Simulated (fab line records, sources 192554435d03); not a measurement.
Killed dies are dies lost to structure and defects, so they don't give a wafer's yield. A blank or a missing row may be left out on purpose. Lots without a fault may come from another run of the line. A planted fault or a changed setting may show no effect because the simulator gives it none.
Problem report in the 8D (eight disciplines) form, filled by code | flow n5_finfet | the parts of the form that need people (team, actions taken, sign-off) are left out

1. THE PROBLEM
killed_at_other at N5_PASSIVATION_PROBE_49 reads a mean of 1068.0 on 1 wafer of 1 lot; wafers without a fault read 3.6 with a standard deviation of 2.9. That is +99 or more standard deviations from the usual mean.
First seen on wafer L640.1, day 16 07:07, on prober-02. The record holds 21 wafers of 7 lots with a number at this step. Rule for "out", or "out of limits": more than 4 standard deviations from the usual mean. The other wafers with a number count as sound.

2. WHAT IT IS AND WHAT IT IS NOT
question                    | is                                                                                                                  | is not
which readings at this step | killed_at_other, defect_limited_yield, killed_dies, killed_on_rim, sort_bin_5_function, sort_n_pass, sort_yield_pct | killed_at_M0_to_M3, killed_at_M4_up, killed_at_contacts, killed_at_front_end, killed_open, killed_short, sort_bin_6_memory, sort_bin_8_speed
which lots                  | L640                                                                                                                | L626, L627, L628, L629, L630, L642
which wafers of those lots  | L640.1                                                                                                              | L640.2, L640.3
read on which tools         | prober-02                                                                                                           | prober-01
when                        | from day 16 07:07                                                                                                   | up to then (15 sound wafers); but 5 sound wafers of L640, L642 came after

3. SUSPECTS, AND WHAT RULES EACH OUT
Counting: a tool at a process step up to the reading stays a suspect if it ran every lot that is out. Sound lots after the first of them don't rule it out here, since some wafers of a struck lot are sound.
- rie_diel-05 at N5_PASSIVATION_PASS_ETCH_74 (etches SiNx in CF4/O2, target depth 220 nm, time 110 s): kept. It ran the lot that is out, L640 (day 16 00:03).
- rie_diel-05 at N5_PASSIVATION_ETCH_15 (etches SiCN in CF4/N2, target depth 75 nm, time 81.2 s): kept. It ran the lot that is out, L640 (day 16 00:23).
- pvd_sputter-03 at N5_PASSIVATION_SPUTTER_20 (material TaN, target thk 50 nm): kept. It ran the lot that is out, L640 (day 16 00:50); its last sound lot up to then is L628 (day 13 01:19).
- prober-02 at N5_PASSIVATION_PROBE_49: kept. It ran the lot that is out, L640 (day 16 07:07); its last sound lot up to then is L627 (day 12 20:19). Its own readings are out on those wafers: defect_limited_yield, killed_at_other, killed_dies, killed_on_rim, sort_bin_5_function, sort_n_pass, sort_yield_pct.
- Within rie_diel-05 at N5_PASSIVATION_PASS_ETCH_74: the wafers that are out ran in chamber 3; their sound lot-mates ran in chambers 1, 2.
- Within rie_diel-05 at N5_PASSIVATION_ETCH_15: the wafers that are out ran in chamber 3; their sound lot-mates ran in chambers 1, 2.
Left after counting: rie_diel-05 at N5_PASSIVATION_PASS_ETCH_74, rie_diel-05 at N5_PASSIVATION_ETCH_15, pvd_sputter-03 at N5_PASSIVATION_SPUTTER_20, prober-02 at N5_PASSIVATION_PROBE_49.

4. THE CAUSE (what the simulator had put in)
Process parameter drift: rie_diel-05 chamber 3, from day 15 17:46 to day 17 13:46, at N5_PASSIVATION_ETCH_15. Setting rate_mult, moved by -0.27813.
Counting left 4 suspects, and this tool is among them.

5. THE CHAIN OF EFFECTS, in route order
Each row: a reading whose mean over the struck wafers that have a number lies more than 3 standard deviations from the usual. Only readings for which the record gives a usual standard deviation are gone through. hours: the time from each lot's start at the first step in this table that gives one to its start at this step, as a median over the lots. sigmas: the change in usual standard deviations.
hours | step                    | reading              | usual  | on struck wafers | change  | sigmas
0     | N5_PASSIVATION_PROBE_49 | defect_limited_yield | 91.3 % | 0.8              | -90.5   | -65
0     | N5_PASSIVATION_PROBE_49 | killed_at_other      | 3.6    | 1068.0           | +1064.4 | +99 or more
0     | N5_PASSIVATION_PROBE_49 | killed_dies          | 103    | 1170             | +1067   | +63
0     | N5_PASSIVATION_PROBE_49 | killed_on_rim        | 13     | 145              | +132    | +37
0     | N5_PASSIVATION_PROBE_49 | sort_bin_5_function  | 5.2 %  | 95.3             | +90.1   | +99 or more
0     | N5_PASSIVATION_PROBE_49 | sort_n_pass          | 1077   | 10               | -1067   | -63
0     | N5_PASSIVATION_PROBE_49 | sort_yield_pct       | 91.3 % | 0.8              | -90.5   | -65
The process steps in it:
- N5_PASSIVATION_PROBE_49

6. WHAT WOULD HAVE CAUGHT IT SOONER
In this record the first reading out of limits was taken at day 16 07:07, 13 hours after the fault began at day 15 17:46.
Of the tool readings at N5_PASSIVATION_ETCH_15 for which the record gives a usual standard deviation, none was out on any struck wafer, so an alarm limit of 4 standard deviations on them would not have fired.
All the lots that are out (1) had begun N5_PASSIVATION_ETCH_15 on rie_diel-05 by day 16 07:07. A hold on the tool at that time would have spared none of them.
